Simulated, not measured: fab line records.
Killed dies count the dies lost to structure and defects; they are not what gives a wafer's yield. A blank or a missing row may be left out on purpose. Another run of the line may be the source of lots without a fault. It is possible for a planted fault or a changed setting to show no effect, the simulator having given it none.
fab line records	flow nandHarc
record lots=13	wafers=39	lastDay=34
route steps=1302 shown A_BLC@1128 A_M0@1149 END@1302
lots that met no fault: taken from a fault-free run of the same line
startH: hours from the record's first day to the start of the lot's first wafer shown	waitH: hours from the lot's prior step to this one	" same as the row above	L1.1+2: a single row standing in for several wafers	- no value present, or no start provided	* or withheld: withheld	< > ~ a bound
route shown NAME@n: names a module that has steps shown in the file, with the first one's number in the route	usual: mean and standard deviation over wafers with no fault	same: alike in all rows	chamber/n: place in a boat	sites: readings site by site	_std_site: standard deviation across them	_edge_site: outer sites' mean less inner sites'	radiusMm: how far each site lies from the wafer's centre	mask NAME#n: copy n	behind: the last tool/chamber to shape the wafer	hold: the reason the lot was held/the length of the hold in hours/how it ended	device: whichever transistor did not switch (one of n, p or np)	end of line: at the end of the route, the tests of the same wafers	a step given without rows: its recipe and nothing more	killed: dies lost to structure and defects at the first sort, not the wafer's yield	map: per-die view of a wafer (x killed, . not killed, _ where there is no die)
set.NAME: the run value of the setting; set.NAME@STEP: its run value at that earlier step	model.NAME: the simulator's own value behind a step, which no gauge read
a sample of lots followed through the steps of the route, with each step as a table and each wafer as a row
services: from which hour (startH, from the record's first day; less than 0 if before it) a tool's chamber was out of use, for how many hours, and why
## steps
# step NHARC_A_BLC_DEGAS_30
# recipe tempC=300	timeS=60
# usual heaterPowerW=467/62
# same timeS=60
lot.wafer	tool	chamber	startH	waitH	heaterPowerW
L968.2	pvdSputter-01	-	529.84	-	554
L968.1	"	-	"	"	368
L968.6	"	-	"	"	573
L969.2	pvdSputter-01	-	538.57	-	566
L969.4	"	-	"	"	519
L969.5	"	-	"	"	574
L970.1	pvdSputter-03	-	553.43	-	499
L970.3	"	-	"	"	423
L970.6	"	-	"	"	430
L973.3	pvdSputter-02	-	569.62	-	537
L973.4	"	-	"	"	445
L973.5	"	-	"	"	445
L972.2	pvdSputter-02	-	581.00	-	394
L972.4	"	-	"	"	514
L972.6	"	-	"	"	401
L974.2	pvdSputter-02	-	603.72	-	527
L974.1	"	-	"	"	385
L974.6	"	-	"	"	446
L982.4	pvdSputter-02	-	661.70	-	451
L982.2	"	-	"	"	385
L982.6	"	-	"	"	436
L983.3	pvdSputter-01	-	670.44	-	520
L983.1	"	-	"	"	389
L983.6	"	-	"	"	530
L985.3	pvdSputter-02	-	705.18	-	382
L985.1	"	-	"	"	427
L985.6	"	-	"	"	445
L986.1	pvdSputter-01	-	706.67	-	468
L986.3	"	-	"	"	605
L986.6	"	-	"	"	476
L988.1	pvdSputter-02	-	719.23	-	541
L988.3	"	-	"	"	437
L988.6	"	-	"	"	537
L989.2	pvdSputter-03	-	745.59	-	475
L989.4	"	-	"	"	468
L989.6	"	-	"	"	475
L990.3	pvdSputter-02	-	756.90	-	433
L990.1	"	-	"	"	523
L990.5	"	-	"	"	379
# step NHARC_A_M0_INSPECT_11
# usual rawDefectCount=83/38
lot.wafer	tool	chamber	startH	waitH	rawDefectCount
L968.1	defectInspect-02	-	532.24	0.0	67
L968.2	"	-	"	"	70
L968.6	"	-	"	"	59
L969.2	defectInspect-02	-	540.98	0.0	55
L969.4	"	-	"	"	41
L969.5	"	-	"	"	52
L970.1	defectInspect-02	-	555.83	0.0	145
L970.3	"	-	"	"	137
L970.6	"	-	"	"	136
L973.3	defectInspect-01	-	571.89	0.0	148
L973.4	"	-	"	"	161
L973.5	"	-	"	"	136
L972.2	defectInspect-02	-	583.40	0.0	64
L972.4	"	-	"	"	62
L972.6	"	-	"	"	61
L974.1	defectInspect-02	-	606.19	0.0	122
L974.2	"	-	"	"	114
L974.6	"	-	"	"	89
L982.2	defectInspect-01	-	664.11	0.0	107
L982.4	"	-	"	"	103
L982.6	"	-	"	"	99
L983.1	defectInspect-02	-	672.87	0.0	61
L983.3	"	-	"	"	68
L983.6	"	-	"	"	60
L985.1	defectInspect-02	-	707.58	0.0	116
L985.3	"	-	"	"	101
L985.6	"	-	"	"	107
L986.1	defectInspect-02	-	709.10	0.0	29
L986.3	"	-	"	"	33
L986.6	"	-	"	"	31
L988.1	defectInspect-02	-	721.64	0.0	71
L988.3	"	-	"	"	84
L988.6	"	-	"	"	80
L989.2	defectInspect-01	-	748.02	0.0	22
L989.4	"	-	"	"	31
L989.6	"	-	"	"	29
L990.1	defectInspect-01	-	759.28	0.0	128
L990.3	"	-	"	"	151
L990.5	"	-	"	"	138
# step NHARC_A_M0_ETCH_34
# recipe targetDepthA=400	overetchA=120	timeS=43.94	ionEnergyEv=200	n2FlowSccm=150	h2FlowSccm=150	arFlowSccm=0	rfW=400	biasW=150	chemistry=N2/H2
# usual drypumpMotorCurrentA=5.5/0.52	oesProductAu=0.993/0.013	rfFwdPowerW=395.3/2.1	rfVppV=430.8/2.5	showerheadPlenumPTorr=2.05/0.086	throttleValvePct=14.172/0.0091
# same timeS=43.94
lot.wafer	tool	chamber	startH	waitH	drypumpMotorCurrentA	oesProductAu	rfFwdPowerW	rfHoursCounterH	rfVppV	showerheadPlenumPTorr	throttleValvePct
L968.2	rieDiel-13	3	532.39	0.1	5.8	0.995	396.5	0.1	430.9	2.07	14.180
L968.1	"	0	"	"	5.1	1.002	395.7	0.0	425.2	1.90	14.171
L968.6	"	3	"	"	5.8	0.986	398.2	-	431.8	2.07	14.179
L969.2	rieDiel-04	1	541.13	0.1	5.7	1.032	396.9	0.0	427.6	1.98	14.171
L969.4	"	0	"	"	6.2	0.987	397.9	0.0	431.9	2.09	14.154
L969.5	"	2	"	"	5.8	0.991	397.2	-	432.7	2.12	14.173
L970.1	rieDiel-04	3	555.98	0.1	5.0	0.986	392.1	0.2	430.5	2.01	14.175
L970.3	"	1	"	"	5.7	1.019	395.8	0.3	429.5	1.98	14.179
L970.6	"	2	"	"	5.8	0.988	397.8	-	432.1	2.12	14.161
L973.4	rieDiel-13	2	572.04	0.1	5.1	0.985	396.8	1.5	433.2	2.17	14.165
L973.3	"	3	"	"	5.8	0.974	395.0	2.1	432.3	2.07	14.174
L973.5	"	1	"	"	4.8	0.980	391.9	-	432.6	2.11	14.187
L972.4	rieDiel-02	3	583.54	0.1	5.9	1.004	397.1	0.2	434.2	2.14	14.177
L972.2	"	0	"	"	5.3	1.014	393.0	0.4	433.1	2.14	14.183
L972.6	"	3	"	"	5.9	1.007	395.8	-	433.8	2.14	14.181
L974.1	rieDiel-04	1	606.34	0.1	5.8	1.001	395.2	4.7	429.2	1.98	14.179
L974.2	"	2	"	"	5.8	0.979	398.6	3.9	433.0	2.11	14.196
L974.6	"	1	"	"	5.7	1.014	397.5	-	428.2	1.98	14.172
L982.2	rieDiel-04	3	664.28	0.1	5.0	0.998	392.5	6.4	430.9	2.01	14.165
L982.6	"	1	"	"	5.7	0.849	397.6	-	429.3	1.98	14.179
L982.4	"	3	"	"	5.0	0.844	392.5	-	430.4	2.01	14.172
L983.1	rieDiel-04	1	673.03	0.1	5.7	1.013	397.8	7.7	428.3	1.98	14.172
L983.3	"	2	"	"	5.8	0.997	396.0	5.9	433.3	2.11	14.181
L983.6	"	0	"	"	6.2	0.845	394.7	-	431.8	2.08	14.176
L985.3	rieDiel-13	2	707.73	0.1	5.1	0.976	393.6	0.1	434.3	2.17	14.170
L985.1	"	0	"	"	5.1	0.983	393.8	0.0	426.9	1.90	14.164
L985.6	"	2	"	"	5.1	0.987	395.9	-	435.5	2.17	14.175
L986.1	rieDiel-13	2	709.25	0.1	5.1	0.974	394.6	0.1	434.8	2.17	14.181
L986.3	"	3	"	"	5.8	0.996	397.8	0.1	432.3	2.07	14.169
L986.6	"	2	"	"	5.1	0.983	395.3	-	434.1	2.17	14.182
L988.3	rieDiel-13	3	721.79	0.1	5.8	0.987	394.6	0.8	430.9	2.07	14.173
L988.1	"	1	"	"	4.9	0.986	392.7	0.7	435.1	2.11	14.174
L988.6	"	2	"	"	5.2	0.971	396.4	-	434.3	2.17	14.187
L989.2	rieDiel-04	0	748.16	0.1	6.2	0.987	398.0	1.2	430.5	2.08	14.188
L989.4	"	2	"	"	5.8	1.011	396.0	2.2	431.5	2.11	14.157
L989.6	"	0	"	"	6.2	0.986	396.3	-	431.0	2.08	14.171
L990.3	rieDiel-04	0	759.43	0.1	6.2	0.991	395.9	2.2	431.0	2.08	14.168
L990.1	"	3	"	"	5.1	0.974	393.7	2.8	429.5	2.00	14.167
L990.5	"	0	"	"	6.2	0.975	397.9	-	430.0	2.08	14.177
# step NHARC_A_M0_ANNEAL_30
# recipe tempC=225	timeS=90
# usual annealTempC=225.03/0.17	wafer_temp_C_max=226.4/0.36
# same timeS=90
lot.wafer	tool	chamber	startH	waitH	annealTempC	wafer_temp_C_max
L968.1	rtpAnneal-02	0	533.96	-	225.34	225.7
L968.2	"	0	"	"	225.42	226.1
L968.6	"	0	"	"	225.24	226.3
L969.2	rtpAnneal-02	0	542.75	-	225.00	226.0
L969.4	"	0	"	"	225.35	226.4
L969.5	"	0	"	"	225.30	226.3
L970.1	rtpAnneal-01	0	557.55	0.3	225.11	226.9
L970.3	"	0	"	"	224.87	226.7
L970.6	"	0	"	"	225.11	227.7
L973.3	rtpAnneal-02	0	573.71	0.3	224.93	226.4
L973.4	"	0	"	"	225.03	226.2
L973.5	"	0	"	"	225.19	226.3
L972.2	rtpAnneal-01	0	585.16	-	225.02	226.9
L972.4	"	0	"	"	224.92	226.8
L972.6	"	0	"	"	225.00	226.5
L974.1	rtpAnneal-02	0	607.94	-	225.10	225.9
L974.2	"	0	"	"	225.05	226.4
L974.6	"	0	"	"	224.93	226.1
L982.2	rtpAnneal-02	0	665.96	0.4	225.10	226.0
L982.4	"	0	"	"	225.05	226.3
L982.6	"	0	"	"	224.90	226.7
L983.1	rtpAnneal-01	0	674.66	0.3	224.97	227.2
L983.3	"	0	"	"	224.95	226.9
L983.6	"	0	"	"	224.94	226.5
L985.1	rtpAnneal-01	0	709.33	-	225.15	226.5
L985.3	"	0	"	"	224.89	226.1
L985.6	"	0	"	"	224.90	226.4
L986.1	rtpAnneal-02	0	710.81	0.3	225.07	226.0
L986.3	"	0	"	"	225.05	226.3
L986.6	"	0	"	"	224.83	226.3
L988.1	rtpAnneal-02	0	723.37	-	224.75	226.2
L988.3	"	0	"	"	225.25	226.6
L988.6	"	0	"	"	225.16	226.1
L989.2	rtpAnneal-01	0	750.00	0.6	224.94	226.3
L989.4	"	0	"	"	224.96	226.9
L989.6	"	0	"	"	225.13	227.0
L990.1	rtpAnneal-02	0	761.06	-	224.71	227.2
L990.3	"	0	"	"	224.79	226.4
L990.5	"	0	"	"	224.96	226.1
# step NHARC_END_SORT_01
# recipe tempC=25
# usual defectLimitedYield=91/3.1	killedAtArray=57/21	killedAtOther=0.9/1.2	killedAtPeriphery=4.2/2.9	killedDies=62/21	killedOpen=3.2/1.8	killedShort=2.4/1.5
# same grossDies=677
lot.wafer	tool	chamber	startH	waitH	defectLimitedYield[%]	killedAtArray	killedAtOther	killedAtPeriphery	killedDies	killedOpen	killedShort
L974.1	prober-01	0	647.40	2.5	89	74	1	1	76	2	4
L974.2	prober-01	0	648.21	2.8	88	81	0	1	82	1	1
L974.6	prober-01	0	651.46	4.1	90	63	0	4	67	3	0
L982.2	prober-01	0	706.24	2.8	88	70	0	9	79	1	0
L982.4	prober-01	0	707.84	3.4	87	74	1	10	85	5	2
L982.6	prober-01	0	709.44	4.0	89	69	0	4	73	2	4
L983.1	prober-01	0	713.25	2.5	90	61	1	4	66	3	6
L983.3	prober-01	0	714.84	3.1	92	43	0	10	53	3	3
L983.6	prober-01	0	717.23	4.0	93	45	0	1	46	2	5
L985.1	prober-02	0	749.11	2.5	89	63	2	9	74	4	2
L985.3	prober-02	0	750.71	3.1	88	67	6	6	79	6	2
L985.6	prober-02	0	753.10	4.0	91	57	1	4	62	1	1
L986.1	prober-01	0	749.14	2.5	95	28	1	3	32	1	2
L986.3	prober-01	0	750.72	3.1	94	39	0	4	43	5	4
L986.6	prober-01	0	753.09	4.0	95	33	1	1	35	3	1
L988.1	prober-01	0	769.66	2.5	92	52	2	2	56	3	2
L988.3	prober-01	0	771.25	3.1	91	58	1	5	64	4	3
L988.6	prober-01	0	773.64	4.0	94	40	0	2	42	3	4
# killed by level:class
L974.1 A_CHANNEL_HOLE_D2:chamberFilmFlake=34 A_SLIT:chamberFilmFlake=27 A_CHANNEL_HOLE_D1:chamberFilmFlake=4 A_STAIRCASE:chamberFilmFlake=2 P_GATE:geometricParticle:open=1 A_CHANNEL_HOLE_D1:geometricParticle:short=1 A_CHANNEL_FILL_D1:geometricParticle:open=1 A_SGD_CUT:geometricParticle:short=1
L974.2 A_SLIT:chamberFilmFlake=38 A_CHANNEL_HOLE_D2:chamberFilmFlake=35 A_CHANNEL_HOLE_D1:chamberFilmFlake=6 P_M0:geometricParticle:open=1 A_ONON_D1:geometricParticle:short=1 A_DECK1_JOINT:chamberFilmFlake=1
L974.6 A_CHANNEL_HOLE_D2:chamberFilmFlake=29 A_SLIT:chamberFilmFlake=24 P_M2:chamberFilmFlake=2 A_STAIRCASE:chamberFilmFlake=2 P_STI:geometricParticle:open=1 A_CHANNEL_HOLE_D2:geometricParticle:open=1 A_SGD_CUT:geometricParticle:open=1 P_GATE:chamberFilmFlake=1
L982.2 A_CHANNEL_HOLE_D1:chamberFilmFlake=33 A_SLIT:chamberFilmFlake=28 P_CONTACT:chamberFilmFlake=7 A_CONTACT:chamberFilmFlake=5 A_DECK1_JOINT:geometricParticle:open=1 P_STI:chamberFilmFlake=1 P_GATE:chamberFilmFlake=1 A_CHANNEL_FILL_D1:chamberFilmFlake=1
L982.4 A_SLIT:chamberFilmFlake=36 A_CHANNEL_HOLE_D1:chamberFilmFlake=25 P_CONTACT:chamberFilmFlake=7 A_CONTACT:chamberFilmFlake=5 A_CHANNEL_FILL_D1:chamberFilmFlake=2 P_M0:geometricParticle:open=1 P_M0:geometricParticle:short=1 P_M1:geometricParticle:open=1
L982.6 A_CHANNEL_HOLE_D1:chamberFilmFlake=29 A_SLIT:chamberFilmFlake=28 A_CONTACT:chamberFilmFlake=6 A_SGD_CUT:geometricParticle:short=2 P_M2:geometricParticle:short=1 A_ONON_D1:geometricParticle:short=1 A_WL_FILL:geometricParticle:open=1 A_M1:geometricParticle:open=1
L983.1 A_CHANNEL_HOLE_D2:chamberFilmFlake=25 A_CHANNEL_HOLE_D1:chamberFilmFlake=8 A_SLIT:chamberFilmFlake=7 A_CONTACT:chamberFilmFlake=7 A_CHANNEL_FILL_D2:chamberFilmFlake=4 A_STAIRCASE:chamberFilmFlake=2 P_CONTACT:geometricParticle:short=1 P_M0:geometricParticle:short=1
L983.3 A_CHANNEL_HOLE_D2:chamberFilmFlake=15 A_CHANNEL_HOLE_D1:chamberFilmFlake=7 P_ZERO_WELL:chamberFilmFlake=6 A_CONTACT:chamberFilmFlake=6 A_SLIT:chamberFilmFlake=4 A_STAIRCASE:chamberFilmFlake=3 P_CONTACT:chamberFilmFlake=2 A_CHANNEL_FILL_D1:chamberFilmFlake=2
L983.6 A_CHANNEL_HOLE_D2:chamberFilmFlake=14 A_CHANNEL_HOLE_D1:chamberFilmFlake=7 A_CONTACT:chamberFilmFlake=6 A_SLIT:chamberFilmFlake=4 A_ONON_D1:geometricParticle:short=3 A_CHANNEL_FILL_D2:chamberFilmFlake=3 A_BONDPAD:chamberFilmFlake=3 P_M0:geometricParticle:open=1
L985.1 A_SLIT:chamberFilmFlake=23 A_CHANNEL_HOLE_D2:chamberFilmFlake=22 A_CHANNEL_HOLE_D1:chamberFilmFlake=7 P_M0:chamberFilmFlake=5 A_CONTACT:chamberFilmFlake=4 A_STAIRCASE:chamberFilmFlake=3 P_CONTACT:geometricParticle:open=2 THIN_TSV:chamberFilmFlake=2
L986.1 A_CHANNEL_HOLE_D1:chamberFilmFlake=11 A_SLIT:chamberFilmFlake=4 A_CHANNEL_FILL_D1:chamberFilmFlake=3 P_GATE:chamberFilmFlake=2 A_ZERO_WELL:chamberFilmFlake=2 A_CONTACT:chamberFilmFlake=2 A_M0:chamberFilmFlake=2 P_M0:geometricParticle:short=1
L985.3 A_SLIT:chamberFilmFlake=25 A_CHANNEL_HOLE_D2:chamberFilmFlake=22 A_CHANNEL_HOLE_D1:chamberFilmFlake=8 A_CONTACT:chamberFilmFlake=7 THIN_TSV:chamberFilmFlake=3 P_M0:chamberFilmFlake=2 STARTING-WAFER:geometricParticle:open=2 A_STAIRCASE:chamberFilmFlake=2
L986.3 A_CHANNEL_HOLE_D1:chamberFilmFlake=19 A_SLIT:chamberFilmFlake=7 P_GATE:chamberFilmFlake=3 A_STAIRCASE:chamberFilmFlake=2 A_M0:chamberFilmFlake=2 P_CONTACT:geometricParticle:short=1 A_ONON_D1:geometricParticle:short=1 A_CHANNEL_FILL_D1:geometricParticle:open=1
L986.6 A_CHANNEL_HOLE_D1:chamberFilmFlake=12 A_SLIT:chamberFilmFlake=8 A_DECK1_JOINT:chamberFilmFlake=3 A_CONTACT:chamberFilmFlake=3 A_ONON_D1:geometricParticle:open=1 A_CHANNEL_FILL_D1:geometricParticle:open=1 A_DECK1_JOINT:geometricParticle:short=1 A_CONTACT:geometricParticle:open=1
L985.6 A_SLIT:chamberFilmFlake=19 A_CHANNEL_HOLE_D2:chamberFilmFlake=19 A_CHANNEL_HOLE_D1:chamberFilmFlake=9 P_M0:chamberFilmFlake=4 A_M0:chamberFilmFlake=3 A_STAIRCASE:chamberFilmFlake=2 A_CONTACT:chamberFilmFlake=2 A_DECK1_JOINT:geometricParticle:short=1
L988.1 A_SLIT:chamberFilmFlake=34 A_CHANNEL_HOLE_D1:chamberFilmFlake=11 A_CHANNEL_HOLE_D1:geometricParticle:open=2 STARTING-WAFER:geometricParticle:short=2 P_CONTACT:chamberFilmFlake=2 A_CONTACT:chamberFilmFlake=2 A_M1:geometricParticle:open=1 A_STAIRCASE:chamberFilmFlake=1
L988.3 A_SLIT:chamberFilmFlake=34 A_CHANNEL_HOLE_D1:chamberFilmFlake=11 P_CONTACT:chamberFilmFlake=3 A_STAIRCASE:chamberFilmFlake=3 A_WL_FILL:chamberFilmFlake=2 A_CONTACT:chamberFilmFlake=2 P_CONTACT:geometricParticle:open=1 A_CHANNEL_FILL_D1:geometricParticle:open=1
L988.6 A_SLIT:chamberFilmFlake=22 A_CHANNEL_HOLE_D1:chamberFilmFlake=8 A_CONTACT:chamberFilmFlake=3 A_M0:geometricParticle:open=2 P_CONTACT:geometricParticle:open=1 A_ONON_D1:geometricParticle:short=1 A_CHANNEL_FILL_D1:geometricParticle:short=1 A_ONON_D2:geometricParticle:short=1
## services
tool	chamber	startH	hours	kind
rieDiel-13	-	519.00	9.0	pm
pvdSputter-03	-	526.03	10.0	pm
rieDiel-04	-	531.90	9.0	pm
pvdSputter-02	-	555.61	2.7	repair
rieDiel-13	2	556.86	5.6	repair
pvdSputter-01	-	565.00	6.8	repair
rieDiel-02	-	570.70	9.0	pm
rieDiel-04	3	571.89	9.2	repair
pvdSputter-01	-	582.00	10.0	pm
pvdSputter-03	-	603.83	0.7	repair
rieDiel-02	-	622.20	0.4	repair
rieDiel-04	2	626.79	2.9	repair
pvdSputter-02	-	638.00	10.0	pm
rieDiel-13	2	640.68	29.4	repair
rieDiel-04	2	653.33	14.9	repair
rieDiel-13	-	696.00	9.0	pm
pvdSputter-03	-	704.03	10.0	pm
pvdSputter-02	-	708.31	1.0	repair
rieDiel-04	-	708.90	9.0	pm
rieDiel-13	0	712.19	4.0	repair
rieDiel-02	0	713.25	7.4	repair
rtpAnneal-02	-	744.00	12.0	pm
rieDiel-13	1	752.20	7.6	repair
pvdSputter-01	-	760.00	10.0	pm
## key
firstSign step=NHARC_A_M0_ETCH_34	reading=oesProductAu	direction=down	sigmas=12	usual=0.993	struck=0.846
effect none on later readings
metAt NHARC_A_M0_ETCH_34
struckLots L982,L983
struckWafers L982.4,L982.6,L983.6
notActingAt NHARC_A_BLC_DEGAS_30,NHARC_A_M0_INSPECT_11,NHARC_A_M0_ANNEAL_30
onsetBetween 606.34 664.28
fault kind=processParameterDrift	tool=rieDiel-04	chamber=-	onsetH=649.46	steps=NHARC_A_M0_ETCH_34	channel=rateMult	offset=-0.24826	shape=step	endH=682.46	scope=struckWafersOnly
